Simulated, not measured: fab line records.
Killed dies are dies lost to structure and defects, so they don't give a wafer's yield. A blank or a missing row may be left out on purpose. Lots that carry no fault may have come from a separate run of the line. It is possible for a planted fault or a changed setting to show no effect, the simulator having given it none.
Which tool is to blame? || flow n5_finfet || 36 wafers from 13 lots sampled at 2 of the route's 1938 steps

== WHAT THE GAUGES READ, wafer by wafer ==
N5_BEOL_M12_INSPECT_55: inspects for defects (darkfield).
{"lot": "L163", "measured": "day 14 03:13", "on": "defect_inspect-01", "raw_defect_count": "40 30 51"}
{"lot": "L166", "measured": "day 14 20:08", "on": "defect_inspect-02", "raw_defect_count": "109 60 47"}
{"lot": "L164", "measured": "day 14 23:56", "on": "defect_inspect-01", "raw_defect_count": "142 89"}
{"lot": "L165", "measured": "day 15 06:02", "on": "defect_inspect-02", "raw_defect_count": "55 73 76"}
{"lot": "L171", "measured": "day 16 02:52", "on": "defect_inspect-02", "raw_defect_count": "89 72 131"}
{"lot": "L170", "measured": "day 17 13:22", "on": "defect_inspect-02", "raw_defect_count": "75 67 138"}
{"lot": "L172", "measured": "day 17 18:20", "on": "defect_inspect-02", "raw_defect_count": "62 63 55"}
{"lot": "L174", "measured": "day 18 04:33", "on": "defect_inspect-01", "raw_defect_count": "80 40 37"}
{"lot": "L178", "measured": "day 18 19:23", "on": "defect_inspect-01", "raw_defect_count": 95}
{"lot": "L177", "measured": "day 18 23:22", "on": "defect_inspect-01", "raw_defect_count": "62 70 44"}
{"lot": "L185", "measured": "day 19 14:32", "on": "defect_inspect-02", "raw_defect_count": "47 39 40"}
{"lot": "L181", "measured": "day 19 17:56", "on": "defect_inspect-01", "raw_defect_count": "81 88 86"}
{"lot": "L184", "measured": "day 20 04:06", "on": "defect_inspect-02", "raw_defect_count": "84 61 81"}

== EACH LOT AND THE TOOL THAT RAN IT (in order: tool; ch and the chambers of the sampled wafers; start) ==
{"lot": "L163", "N5_BEOL_M12_CMP_49": "cmp-04 ch 0,1,2, day 14 02:51"}
{"lot": "L166", "N5_BEOL_M12_CMP_49": "cmp-01 ch 0,1,3, day 14 19:41"}
{"lot": "L164", "N5_BEOL_M12_CMP_49": "cmp-04 ch 0,2, day 14 23:32"}
{"lot": "L165", "N5_BEOL_M12_CMP_49": "cmp-04 ch 0,1,2, day 15 05:38"}
{"lot": "L171", "N5_BEOL_M12_CMP_49": "cmp-01 ch 1,2,3, day 16 02:29"}
{"lot": "L170", "N5_BEOL_M12_CMP_49": "cmp-01 ch 0,1, day 17 12:55"}
{"lot": "L172", "N5_BEOL_M12_CMP_49": "cmp-01 ch 0,1, day 17 17:55"}
{"lot": "L174", "N5_BEOL_M12_CMP_49": "cmp-02 ch 0,2,3, day 18 04:05"}
{"lot": "L178", "N5_BEOL_M12_CMP_49": "cmp-01 ch 0, day 18 19:05"}
{"lot": "L177", "N5_BEOL_M12_CMP_49": "cmp-04 ch 0,1, day 18 22:55"}
{"lot": "L185", "N5_BEOL_M12_CMP_49": "cmp-04 ch 0,2, day 19 14:05"}
{"lot": "L181", "N5_BEOL_M12_CMP_49": "cmp-02 ch 1,2,3, day 19 17:32"}
{"lot": "L184", "N5_BEOL_M12_CMP_49": "cmp-04 ch 0,1,3, day 20 03:39"}
- N5_BEOL_M12_CMP_49: polishes, stops on SiOC, t overpolish 20.6 s, target thk 320 nm.

== WHAT THE TOOLS THEMSELVES READ (means of the sampled wafers that have a number; where no wafer has one, the mark that the record gives instead) ==
N5_BEOL_M12_CMP_49.
{"lot": "L163", "tool": "cmp-04", "barrier_field_endpoint_s (s)": 29.7, "head_pressure_psi (psi)": 0.9998, "motor_current_A (A)": 5.8, "overpolish_run_s (s)": 20.601, "platen_rpm (rpm)": 50.01}
{"lot": "L166", "tool": "cmp-01", "barrier_field_endpoint_s (s)": 30.5, "head_pressure_psi (psi)": 0.9989, "motor_current_A (A)": 6.0, "overpolish_run_s (s)": 20.600, "platen_rpm (rpm)": 49.98}
{"lot": "L164", "tool": "cmp-04", "barrier_field_endpoint_s (s)": 30.3, "head_pressure_psi (psi)": 1.0018, "motor_current_A (A)": 5.8, "overpolish_run_s (s)": 20.611, "platen_rpm (rpm)": 50.03}
{"lot": "L165", "tool": "cmp-04", "barrier_field_endpoint_s (s)": 30.5, "head_pressure_psi (psi)": 1.0008, "motor_current_A (A)": 5.9, "overpolish_run_s (s)": 20.605, "platen_rpm (rpm)": 49.99}
{"lot": "L171", "tool": "cmp-01", "barrier_field_endpoint_s (s)": 30.6, "head_pressure_psi (psi)": 1.0002, "motor_current_A (A)": 5.6, "overpolish_run_s (s)": 20.598, "platen_rpm (rpm)": 50.05}
{"lot": "L170", "tool": "cmp-01", "barrier_field_endpoint_s (s)": 30.7, "head_pressure_psi (psi)": 0.9989, "motor_current_A (A)": 6.3, "overpolish_run_s (s)": 20.594, "platen_rpm (rpm)": 49.98}
{"lot": "L172", "tool": "cmp-01", "barrier_field_endpoint_s (s)": 30.0, "head_pressure_psi (psi)": 1.0006, "motor_current_A (A)": 6.5, "overpolish_run_s (s)": 20.604, "platen_rpm (rpm)": 50.00}
{"lot": "L174", "tool": "cmp-02", "barrier_field_endpoint_s (s)": 30.2, "head_pressure_psi (psi)": 1.0011, "motor_current_A (A)": 6.3, "overpolish_run_s (s)": 20.600, "platen_rpm (rpm)": 49.97}
{"lot": "L178", "tool": "cmp-01", "barrier_field_endpoint_s (s)": 34.2, "head_pressure_psi (psi)": 0.8878, "motor_current_A (A)": 6.6, "overpolish_run_s (s)": 20.587, "platen_rpm (rpm)": 49.94}
{"lot": "L177", "tool": "cmp-04", "barrier_field_endpoint_s (s)": 30.4, "head_pressure_psi (psi)": 0.9988, "motor_current_A (A)": 5.6, "overpolish_run_s (s)": 20.597, "platen_rpm (rpm)": 50.01}
{"lot": "L185", "tool": "cmp-04", "barrier_field_endpoint_s (s)": 30.6, "head_pressure_psi (psi)": 1.0007, "motor_current_A (A)": 5.9, "overpolish_run_s (s)": 20.606, "platen_rpm (rpm)": 50.02}
{"lot": "L181", "tool": "cmp-02", "barrier_field_endpoint_s (s)": 29.9, "head_pressure_psi (psi)": 1.0003, "motor_current_A (A)": 6.4, "overpolish_run_s (s)": 20.610, "platen_rpm (rpm)": 50.02}
{"lot": "L184", "tool": "cmp-04", "barrier_field_endpoint_s (s)": 30.9, "head_pressure_psi (psi)": 1.0021, "motor_current_A (A)": 5.8, "overpolish_run_s (s)": 20.597, "platen_rpm (rpm)": 50.02}

== THE ANSWER, worked out from the rows above alone ==
Rule: the usual values come from the lots themselves. Put in order of their means at a reading, lots are off if they are a third of the lots or fewer, leave a main group of 4 or more, and stand apart from it by a gap of 3 or more times the standard deviation of the main group's means; of several such gaps the widest counts. The tables above print the reading to a certain number of digits; a main group whose means all agree to those digits is not used. A lot without any number at a reading at which 4 lots or more have one is off too. Where the step has rows for the other lots, those lots are counted as sound. After the gauges, taken in route order, come the tools' own readings; for these a lot's mean is taken, as printed above. The first step at which some lot is off is used, and at that step the reading that is off furthest; a lot without a number counts as furthest.
Off at N5_BEOL_M12_CMP_49 (head_pressure_psi): L178. The main group: mean 1.0003 psi, standard deviation 0.001.
If a tool, at that step or one of the process steps before it, ran each lot that is off and ran no sound lot following the first of them, it fits. One fits: N5_BEOL_M12_CMP_49 on cmp-01. A fault onset in the window from L172 (day 17 17:55, its last sound lot) to L178 (day 18 19:05, its first lot off) fits.
The tool's own readings at N5_BEOL_M12_CMP_49 bear it out: on the lots that are off they differ by more than 5 times the standard deviation of the sound lots' means. barrier_field_endpoint_s reads 34.2 s there against 30.4 s on the sound lots; head_pressure_psi reads 0.8878 psi there against 1.0003 psi on the sound lots.

== WHAT THE SIMULATOR PUT IN ==
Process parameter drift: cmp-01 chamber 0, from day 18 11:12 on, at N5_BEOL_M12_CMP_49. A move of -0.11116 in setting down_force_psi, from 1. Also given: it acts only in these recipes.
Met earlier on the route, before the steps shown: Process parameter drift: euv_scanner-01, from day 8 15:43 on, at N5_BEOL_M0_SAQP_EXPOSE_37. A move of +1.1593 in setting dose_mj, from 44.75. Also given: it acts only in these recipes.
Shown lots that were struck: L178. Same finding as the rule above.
